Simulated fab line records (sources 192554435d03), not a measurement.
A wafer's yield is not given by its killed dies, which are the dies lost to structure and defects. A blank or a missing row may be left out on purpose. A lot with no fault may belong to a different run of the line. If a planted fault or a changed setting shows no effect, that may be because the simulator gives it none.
Which tool was responsible?    flow n5Finfet    Sampling: 11 lots, 33 wafers, 4 of 1938 route steps

== WHAT EACH GAUGE READ, for each wafer ==
N5_BEOL_M9_RS_MEAS_57: uses a four-point probe to measure. Usual: M9_RS typically reads 0.151 ohm/sq, with standard deviation 0.0039.
lot   measured      on            M9_RS (ohm/sq)     flag
L649  day 10 02:31  filmMetro-01  0.145 0.147 0.144  
L651  day 10 08:24  filmMetro-02  0.152 0.149 0.158  
L650  day 10 13:22  filmMetro-01  0.152 0.151 0.152  
L652  day 10 21:25  filmMetro-02  0.151 0.157 0.151  
L655  day 11 11:53  filmMetro-01  0.146 0.146 0.147  
L662  day 13 17:32  filmMetro-02  0.153 0.152 0.151  
L669  day 14 23:04  filmMetro-01  0.148 0.151 0.150  
L668  day 15 02:37  filmMetro-02  0.151 0.147 0.154  
L670  day 15 05:07  filmMetro-02  0.156 0.149 0.147  
L671  day 15 19:52  filmMetro-02  0.149 0.157 0.146  
L672  day 15 20:52  filmMetro-02  0.158 0.152 0.150  

N5_BEOL_M10_OVL_MEAS_12. Usual: M10_OVL typically reads 0.2 nm, with standard deviation 0.75.
lot   measured      on          M10_OVL (nm)    flag
L649  day 10 04:41  overlay-02  0.8 -0.3 -0.2   
L651  day 10 11:34  overlay-01  -0.1 0.9 0.9    
L650  day 10 15:50  overlay-02  -1.3 -1.3 -0.9  
L652  day 11 02:19  overlay-02  -0.6 -0.1 -0.2  
L655  day 11 14:14  overlay-02  -0.3 0.0 0.3    
L662  day 13 18:56  overlay-02  1.0 0.8 0.2     
L669  day 15 01:25  overlay-02  1.4 0.8 0.7     
L668  day 15 05:54  overlay-01  -0.7 0.6 0.7    
L670  day 15 06:47  overlay-01  0.0 -0.1 -0.1   
L671  day 15 21:46  overlay-01  1.4 1.0 1.4     
L672  day 15 22:33  overlay-01  0.1 -0.2 -0.2   

N5_BEOL_M10_CD_MEAS_18: pitch 140 nm, target cd 70 nm. Usual: cdNm 69.8 nm, standard deviation 0.62.
lot   measured      on        cdNm (nm)       flag
L649  day 10 05:38  cdSem-03  70.8 69.3 70.7  
L651  day 10 12:04  cdSem-03  70.3 69.4 70.1  
L650  day 10 16:20  cdSem-01  71.4 70.2 70.6  
L652  day 11 03:01  cdSem-01  70.3 69.6 69.6  
L655  day 11 15:22  cdSem-02  70.9 69.7 69.8  
L662  day 13 19:31  cdSem-02  69.9 69.2 68.9  
L669  day 15 02:11  cdSem-02  70.3 71.1 70.3  
L668  day 15 06:25  cdSem-01  69.2 69.8 69.7  
L670  day 15 07:42  cdSem-03  69.9 70.1 69.9  
L671  day 15 22:25  cdSem-01  68.4 68.9 68.2  
L672  day 15 23:04  cdSem-01  70.4 69.3 70.2  

== TOOL THAT RAN EACH LOT (tool first, then ch and the chambers of the sampled wafers, then the start) ==
lot   N5_BEOL_M10_ETCH_61
L649  rieDiel-06 ch 1,2,3, day 10 05:13
L651  rieDiel-03 ch 0,1, day 10 11:39
L650  rieDiel-03 ch 0,1,2, day 10 15:56
L652  rieDiel-02 ch 0,1,3, day 11 02:35
L655  rieDiel-06 ch 0,1,3, day 11 14:56
L662  rieDiel-03 ch 0,2,3, day 13 19:05
L669  rieDiel-03 ch 2,3, day 15 01:46
L668  rieDiel-02 ch 0,1,2, day 15 05:59
L670  rieDiel-06 ch 1,2,3, day 15 07:17
L671  rieDiel-02 ch 2,3, day 15 21:51
L672  rieDiel-02 ch 0,1,3, day 15 22:39
- N5_BEOL_M10_ETCH_61: etches SiARC in CF4, target depth 39 nm, time 65 s.

== WHAT THE TOOLS THEMSELVES READ (means of the sampled wafers that have a number; where no wafer has one, the mark that the record gives instead) ==
N5_BEOL_M10_ETCH_61. Usual: drypumpMotorCurrentA 5.7 A, standard deviation 0.33; etchRfOnTimeS 64.7 s, standard deviation 1.4; oesProductAu 0.67 a.u., standard deviation 0.089; rfVppV 184.1 V, standard deviation 1.3; showerheadPlenumPTorr 2.15 Torr, standard deviation 0.079; throttleValvePct 15.62 %, standard deviation 0.24.
lot   tool        drypumpMotorCurrentA (A)  etchRfOnTimeS (s)  oesProductAu (a.u.)  rfVppV (V)  showerheadPlenumPTorr (Torr)  throttleValvePct (%)  flag
L649  rieDiel-06  5.7                       65.2               0.68                 184.3       2.15                          15.61                 
L651  rieDiel-03  5.5                       64.0               0.63                 183.6       2.10                          15.69                 
L650  rieDiel-03  5.6                       64.0               0.61                 184.4       2.12                          15.68                 
L652  rieDiel-02  5.7                       65.9               0.60                 183.9       2.14                          15.94                 
L655  rieDiel-06  5.5                       75.4               0.57                 183.9       2.12                          15.73                 OFF
L662  rieDiel-03  5.9                       65.0               0.70                 183.5       2.13                          15.50                 
L669  rieDiel-03  6.0                       66.4               0.70                 184.9       2.20                          15.45                 
L668  rieDiel-02  5.6                       63.7               0.81                 183.9       2.13                          15.35                 
L670  rieDiel-06  5.6                       64.2               0.72                 183.9       2.14                          15.53                 
L671  rieDiel-02  5.5                       63.7               0.80                 183.0       2.10                          15.44                 
L672  rieDiel-02  5.7                       64.4               0.80                 183.5       2.13                          15.52                 

== THE ANSWER, worked out from the rows above alone ==
Rule: take the mean of a lot's wafers that have a number; if it is more than 3 standard deviations from the usual mean, the lot is off. Also off: a lot with no number at a reading for which 4 or more lots have one. The other lots that the step has rows for count as sound. After the gauges, taken in route order, come the tools' own readings; for these a lot's mean is taken, as printed above. At the first step where some lot is off, the reading lying furthest off is the one used; lots without a number count as furthest.
Off: L655 (N5_BEOL_M10_ETCH_61, etchRfOnTimeS).
A tool fits if, at that step or a process step before it, it ran every lot that is off, and no sound lot after the first of them. No candidate that was tried fits.

== WHAT THE SIMULATOR HAD PUT IN ==
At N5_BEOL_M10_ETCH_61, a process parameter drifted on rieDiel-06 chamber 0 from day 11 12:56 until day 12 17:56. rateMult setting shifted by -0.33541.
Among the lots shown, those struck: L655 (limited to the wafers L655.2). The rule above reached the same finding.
